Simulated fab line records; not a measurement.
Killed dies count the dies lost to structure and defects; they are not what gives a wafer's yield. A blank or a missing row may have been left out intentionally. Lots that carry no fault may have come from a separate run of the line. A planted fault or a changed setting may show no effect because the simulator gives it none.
Struck lot and sound lot, side by side || flow nand_harc || 14 out of 1302 route steps
Sound: wafers L319.3, L319.4, L319.6. Wafers struck: L333.1, L333.3, L333.5. The cause is named last.
Order at every step that has rows: each side's tool, ch and its chambers, its first start. Under that, the readings that differ: sound wafers || struck wafers || difference of the means || sigmas: that difference in standard deviations of wafers without a fault.
alike: words and numbers the same on both sides, and readings whose means are apart by under 2 such deviations; not compared: readings that were withheld, readings missing a value for some wafer, numbers with overlapping values and no deviation given by the record, and bounds like >300 which may hide the same value.
A row with sigmas, a row that says differs or no value, or rows on one side alone: a step with any of these is where the two part. Numbers that have no deviation but don't overlap get no sigmas and don't part them. Lack of a reading on every wafer of one side parts them only where that side has two or more wafers.

first, 1 step without rows for these wafers: NHARC_P_STI_HARDBAKE_13 (time 65 s).
NHARC_P_STI_DESCUM_14: chemistry O2, time 3 s.
  sound on rie_diel-11 ch 1,2, day 6 17:10; struck on rie_diel-13 ch 0,2, day 12 08:28
  alike: drypump_motor_current_A, oes_product_au, rf_vpp_V, showerhead_plenum_p_Torr, throttle_valve_pct
  not compared: rf_hours_counter_h
NHARC_P_STI_ETCH_42: etches the open film in N2/H2, target depth 80 nm, overetch 24 nm, time 61 s.
  sound on rie_diel-11 ch 0,1,3, day 6 17:14; struck on rie_diel-13 ch 0,3, day 12 08:33
  alike: drypump_motor_current_A, oes_product_au, rf_vpp_V, showerhead_plenum_p_Torr, throttle_valve_pct
  not compared: rf_hours_counter_h
NHARC_P_STI_ETCH_31: etches the open film in CF4/CHF3, target depth 108.9 nm, time 54.5 s.
  sound: rie_diel-11 ch 0,2,3; struck: rie_diel-13 ch 1,3
  alike: chf3_flow_sccm, drypump_motor_current_A, oes_product_au, rf_vpp_V, showerhead_plenum_p_Torr, throttle_valve_pct
  not compared: rf_hours_counter_h
NHARC_P_STI_ETCH_15: etches the open film in HBr/Cl2, target depth 300 nm, time 100.1 s.
  sound on rie_si-06 ch 1,2,3, day 6 17:27; struck on rie_si-01 ch 0,3, day 12 08:44
{"reading": "mfc_cl2_sccm (sccm)", "sound": "50.30 50.33 50.10", "struck": "49.76 49.81 49.89", "difference": -0.42, "sigmas": -2}
  alike: drypump_motor_current_A, oes_product_au, throttle_valve_pct
  not compared: rf_hours_counter_h
NHARC_P_STI_CD_MEAS_16:
  sound on cd_sem-01, day 6 17:36; struck on cd_sem-03, day 12 08:54
  alike: cd_nm
NHARC_P_STI_OCD_MEAS_17:
  sound on ocd-02, day 6 17:41; struck on ocd-01, day 12 08:59
  alike: trench_depth_nm, trench_foot_cd_nm
then, 3 steps without rows for these wafers: NHARC_P_STI_STRIP_19 (strips in SPM, time 900 s); NHARC_P_STI_PRECLEAN_32 (cleans in SC1); NHARC_P_STI_SRD_23.
NHARC_P_STI_OCD_MEAS_43:
  sound on ocd-01, day 6 18:11; struck on ocd-02, day 12 09:30
  alike: trench_depth_nm, trench_foot_cd_nm
then, 1 step without rows for these wafers: NHARC_P_STI_OXIDE_33 (material SiO2, target thk 10 nm, ox time 281 s).
NHARC_P_STI_HDPCVD_20: deposits SiO2.
  sound on hdpcvd-01 ch 0,1, day 7 05:57; struck on hdpcvd-01 ch 0,1, day 12 19:00
then, 1 step without rows for these wafers: NHARC_P_STI_ANNEAL_34 (time 1800 s).

WHERE THEY PART
Only at NHARC_P_STI_ETCH_15, within this record. Later steps at which nothing parts them and some readings are alike: NHARC_P_STI_CD_MEAS_16, NHARC_P_STI_OCD_MEAS_17, NHARC_P_STI_OCD_MEAS_43.

WHY: what had been put in by the simulator
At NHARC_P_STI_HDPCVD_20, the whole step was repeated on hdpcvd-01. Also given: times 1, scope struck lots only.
